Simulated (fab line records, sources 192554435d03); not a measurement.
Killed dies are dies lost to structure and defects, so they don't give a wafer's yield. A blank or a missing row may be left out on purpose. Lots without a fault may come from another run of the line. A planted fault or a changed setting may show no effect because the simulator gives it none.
Chamber matching | flow n5_finfet | N5_BEOL_M13_ILD_DEP_00 on pecvd-03: 3 sister chambers
The step deposits SiOC from DEMS/O2, target thk 837.92 nm, time 166.4 s. 16 wafers are shown with their chamber, then 8 later ones without.

WAFERS WITH THEIR CHAMBER
wafer  | chamber | showerhead_vpp_V (V) | throttle_valve_pct (%) | heater_power_w (W)
L081.3 | 0       | 1345                 | 12.3                   | 468
L081.5 | 2       | 1387                 | 11.1                   | 389
L081.6 | 1       | 1463                 | 12.5                   | 516
L078.1 | 0       | 1342                 | 12.3                   | 471
L078.2 | 1       | 1477                 | 12.5                   | 462
L078.5 | 1       | 1492                 | 12.3                   | 541
L083.2 | 0       | 1359                 | 12.5                   | 415
L083.3 | 2       | 1403                 | 11.4                   | 417
L083.4 | 0       | 1355                 | 11.9                   | 440
L086.1 | 2       | 1355                 | 11.6                   | 342
L086.2 | 1       | 1470                 | 12.2                   | 522
L086.4 | 0       | 1369                 | 12.1                   | 462
L089.2 | 0       | 1375                 | 12.1                   | 448
L089.5 | 2       | 1390                 | 11.4                   | 416
L089.6 | 0       | 1369                 | 12.4                   | 481
L092.1 | 2       | 1400                 | 11.2                   | 360

SIGNATURES (means of the wafers above)
reading            | chamber 0 | chamber 1 | chamber 2 | scatter within a chamber
showerhead_vpp_V   | 1359.14   | 1475.50   | 1387.00   | 14.9
throttle_valve_pct | 12.229    | 12.375    | 11.340    | 0.191
heater_power_w     | 455.00    | 510.25    | 384.80    | 29
Rule: a wafer's distance from a chamber is the root of the sum, over the readings, of the square of ((its reading less the chamber's mean) divided by the reading's scatter). The wafer belongs to the nearest chamber; if the next one is less than 2 further off, it can't be placed. The scatter: the root of (the sum of the squares of (reading less its chamber's mean) over the shown wafers, divided by (wafers less chambers)).

WAFERS WITHOUT THEIR CHAMBER
wafer  | showerhead_vpp_V (V) | throttle_valve_pct (%) | heater_power_w (W)
L092.2 | 1467                 | 12.3                   | 532
L092.4 | 1337                 | 12.2                   | 442
L094.3 | 1508                 | 12.6                   | 507
L094.4 | 1481                 | 12.1                   | 534
L094.5 | 1349                 | 12.3                   | 383
L095.1 | 1358                 | 11.9                   | 463
L095.2 | 1409                 | 11.3                   | 410
L095.6 | 1389                 | 11.3                   | 341

WHICH CHAMBER EACH WENT THROUGH
wafer  | from the rows above | in truth
L092.2 | 1                   | 1
L092.4 | 0                   | 0
L094.3 | 1                   | 1
L094.4 | 1                   | 1
L094.5 | 0                   | 0
L095.1 | 0                   | 0
L095.2 | 2                   | 2
L095.6 | 2                   | 2
Placed correctly: 8 of 8. Can't be placed from these rows: 0. Placed wrongly: 0.
